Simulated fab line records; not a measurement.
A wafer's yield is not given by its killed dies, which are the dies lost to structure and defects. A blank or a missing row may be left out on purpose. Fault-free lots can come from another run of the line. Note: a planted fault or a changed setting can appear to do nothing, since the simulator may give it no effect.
Which of the tools did it?	flow nand_harc	14 lots with 42 wafers sampled at 5 steps, on a route of 1159 steps

## WHAT THE GAUGES READ, wafer by wafer
NHARC_THIN_TSV_THK_MEAS_02: measures by ir. Usual: thk_nm at 2944 nm, with a standard deviation of 250.
lot	measured	on	thk_nm (nm)	flag
L829	day 18 19:02	film_metro-01	2801 2712 2671	
L827	day 18 21:26	film_metro-02	2976 3093 3119	
L828	day 18 22:37	film_metro-02	2691 2809 2816	
L830	day 19 06:08	film_metro-01	2944 2852 2613	
L831	day 20 05:55	film_metro-01	3062 2993 3249	
L836	day 20 10:19	film_metro-01	2590 2683 2641	
L832	day 20 16:22	film_metro-01	2753 2986 2553	
L834	day 20 17:34	film_metro-01	3066 3376 3086	
L833	day 21 00:29	film_metro-01	3051 2837 2881	
L840	day 21 17:53	film_metro-01	2446 2436 2739	
L841	day 22 20:08	film_metro-01	2824 2827 3062	
L846	day 23 08:18	film_metro-02	3007 2810 3012	
L849	day 24 11:30	film_metro-01	2511 2466 2689	
L848	day 24 15:20	film_metro-01	2587 2723 2792	

NHARC_END_SORT_01. Usual: killed_at_array 26, standard deviation 9.7; killed_at_other 1.0, standard deviation 1.2; killed_at_periphery 3.9, standard deviation 2.6; killed_dies 31, standard deviation 9.7; killed_open 3.2, standard deviation 1.8; killed_short 2.0, standard deviation 1.3.
lot	measured	on	killed_at_array	killed_at_other	killed_at_periphery	killed_dies	killed_open	killed_short	flag
L840	day 22 12:08	prober-02	126 122 112	1 0 1	0 2 2	127 124 115	4 2 4	3 5 3	OFF
L841	day 23 21:55	prober-01	113 120 113	0 0 0	3 2 0	116 122 113	1 0 3	4 1 2	OFF

## WHICH TOOL RAN EACH LOT (tool, then ch and the chambers of the sampled wafers, then the start)
lot	NHARC_A_CONTACT_ETCH_119	NHARC_THIN_TSV_PRE_CLEAN_54	NHARC_THIN_TSV_ETCH_36
L829	har_cap_etch-03 ch 0,1, day 16 14:20	pvd_sputter-01, day 19 01:16	rie_metal-01 ch 0,1, day 19 02:53
L827	har_cap_etch-03 ch 0,1, day 16 17:29	pvd_sputter-03, day 19 04:10	rie_metal-03 ch 0,1, day 19 05:40
L828	har_cap_etch-03 ch 1, day 16 22:10	pvd_sputter-02, day 19 04:28	rie_metal-01 ch 0,1, day 19 06:07
L830	har_cap_etch-02 ch 0,1, day 17 03:11	pvd_sputter-01, day 19 12:12	rie_metal-01 ch 0,1, day 19 13:42
L831	har_cap_etch-01 ch 0,1, day 17 22:40	pvd_sputter-02, day 20 11:53	rie_metal-01 ch 0,1, day 20 13:23
L836	har_cap_etch-03 ch 0,1, day 18 05:06	pvd_sputter-03, day 20 16:32	rie_metal-02 ch 0,1, day 20 18:03
L832	har_cap_etch-01 ch 0,1, day 18 10:46	pvd_sputter-03, day 20 22:41	rie_metal-01 ch 0,1, day 21 00:12
L834	har_cap_etch-02 ch 0,1, day 18 17:23	pvd_sputter-01, day 20 23:52	rie_metal-02 ch 0,1, day 21 01:20
L833	har_cap_etch-01 ch 0,1, day 18 22:14	pvd_sputter-01, day 21 06:28	rie_metal-02 ch 0,1, day 21 08:06
L840	har_cap_etch-03 ch 0,1, day 19 20:55	pvd_sputter-02, day 22 00:05	rie_metal-01 ch 0,1, day 22 01:38
L841	har_cap_etch-03 ch 0,1, day 20 08:38	pvd_sputter-02, day 23 02:23	rie_metal-02 ch 0,1, day 23 03:59
L846	har_cap_etch-01 ch 0,1, day 20 23:28	pvd_sputter-01, day 23 14:40	rie_metal-03 ch 0,1, day 23 16:16
L849	har_cap_etch-02 ch 0,1, day 22 05:40	pvd_sputter-02, day 24 17:39	rie_metal-03 ch 0,1, day 24 19:09
L848	har_cap_etch-01 ch 0,1, day 22 09:44	pvd_sputter-03, day 24 21:40	rie_metal-02 ch 0,1, day 24 23:17
- NHARC_A_CONTACT_ETCH_119: etches the open film in C4F8/O2/Ar, time 94 s, target depth 922 nm.
- NHARC_THIN_TSV_PRE_CLEAN_54: time 30 s.
- NHARC_THIN_TSV_ETCH_36: etches the open film in Cl2/BCl3, target depth 65 nm, time 18.571 s.

## WHAT THE TOOLS THEMSELVES READ (means of the sampled wafers that have a number; where no wafer has one, the mark that the record gives instead)
NHARC_THIN_TSV_PRE_CLEAN_54. Usual: heater_power_w at 423 W, with a standard deviation of 45.
lot	tool	heater_power_w (W)	flag
L829	pvd_sputter-01	418	
L827	pvd_sputter-03	397	
L828	pvd_sputter-02	421	
L830	pvd_sputter-01	430	
L831	pvd_sputter-02	453	
L836	pvd_sputter-03	440	
L832	pvd_sputter-03	455	
L834	pvd_sputter-01	416	
L833	pvd_sputter-01	413	
L840	pvd_sputter-02	443	
L841	pvd_sputter-02	421	
L846	pvd_sputter-01	424	
L849	pvd_sputter-02	419	
L848	pvd_sputter-03	444	

NHARC_THIN_TSV_ETCH_36. Usual: drypump_motor_current_A 6.16 A, standard deviation 0.28; oes_product_au 1.002 a.u., standard deviation 0.013.
lot	tool	drypump_motor_current_A (A)	oes_product_au (a.u.)	flag
L829	rie_metal-01	6.19	1.010	
L827	rie_metal-03	5.84	0.991	
L828	rie_metal-01	6.18	1.001	
L830	rie_metal-01	6.18	1.015	
L831	rie_metal-01	6.21	1.008	
L836	rie_metal-02	6.49	0.987	
L832	rie_metal-01	6.24	1.018	
L834	rie_metal-02	6.33	0.996	
L833	rie_metal-02	6.43	1.002	
L840	rie_metal-01	6.21	1.009	
L841	rie_metal-02	6.32	0.997	
L846	rie_metal-03	5.70	1.007	
L849	rie_metal-03	5.85	1.007	
L848	rie_metal-02	6.35	1.005	

## THE ANSWER, worked out from the rows above alone
Rule: a lot counts as off when the mean over its wafers that have a number is more than 3 standard deviations away from the usual mean. Also off: a lot with no number at a reading for which 4 or more lots have one. Any other lot the step has rows for is counted as sound. First the gauges in route order, then the tools' own readings, where a lot's mean is used as printed above. The first step at which some lot is off is used, and at that step the reading that is off furthest; a lot without a number counts as furthest.
Off, at NHARC_END_SORT_01 on killed_at_array: L840, L841. Neither off nor sound, because the step has no rows for them: L829, L827, L828, L830, L831, L836, L832, L834, L833, L846, L849, L848.
A tool fits if, at a process step before that reading, it ran every lot that is off, and no sound lot after the first of them. The gauges at NHARC_END_SORT_01 are tried like those tools. Undecided on this evidence; 2 tools fit (har_cap_etch-03 at NHARC_A_CONTACT_ETCH_119, pvd_sputter-02 at NHARC_THIN_TSV_PRE_CLEAN_54).

## WHAT THE SIMULATOR HAD PUT IN
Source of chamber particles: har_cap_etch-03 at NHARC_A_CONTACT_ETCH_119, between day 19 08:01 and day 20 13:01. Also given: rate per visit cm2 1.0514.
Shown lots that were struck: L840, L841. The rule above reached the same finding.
